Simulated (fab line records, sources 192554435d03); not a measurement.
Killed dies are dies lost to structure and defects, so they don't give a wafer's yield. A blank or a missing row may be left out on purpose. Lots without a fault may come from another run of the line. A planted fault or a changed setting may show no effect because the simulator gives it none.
Chamber matching | flow n5_finfet | N5_MOL_CONTACT_COAG_ETCHBACK_135 on rie_diel-01: 4 sister chambers
The step etches SiO2 in CHF3, target depth 25 nm, time 16.7 s. 4 wafers are shown with their chamber, then 10 later ones without.

WAFERS WITH THEIR CHAMBER
wafer  | chamber | rf_vpp_V (V)
L086.2 | 1       | 561
L086.4 | 0       | 495
L087.1 | 2       | 546
L087.2 | 3       | 544

WAFERS WITHOUT THEIR CHAMBER
wafer  | rf_vpp_V (V)
L087.6 | 562
L088.2 | 545
L088.5 | 563
L088.6 | 547
L091.3 | 562
L091.4 | 495
L091.5 | 546
L095.1 | 494
L095.2 | 563
L095.6 | 544

WHICH CHAMBER EACH WENT THROUGH
wafer  | from the rows above     | in truth
L087.6 | 1                       | 1
L088.2 | can't be placed: 2 or 3 | 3
L088.5 | 1                       | 1
L088.6 | can't be placed: 2 or 3 | 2
L091.3 | 1                       | 1
L091.4 | 0                       | 0
L091.5 | can't be placed: 2 or 3 | 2
L095.1 | 0                       | 0
L095.2 | 1                       | 1
L095.6 | can't be placed: 3 or 2 | 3
Placed correctly: 6 of 10. Can't be placed from these rows: 4 (the true chamber is among the candidates in 4). Placed wrongly: 0.
How it was worked out, from the rows above alone: a wafer's distance from a chamber is the root of the sum, over the readings, of the square of ((its reading less the chamber's mean) divided by the reading's scatter). The wafer belongs to the nearest chamber; if the next one is less than 2 further off, it can't be placed. A chamber's mean is the mean of its shown wafers. The scatter: with one shown wafer a chamber, the root of the mean of the squares of how far each hidden wafer lies from its nearest shown one.
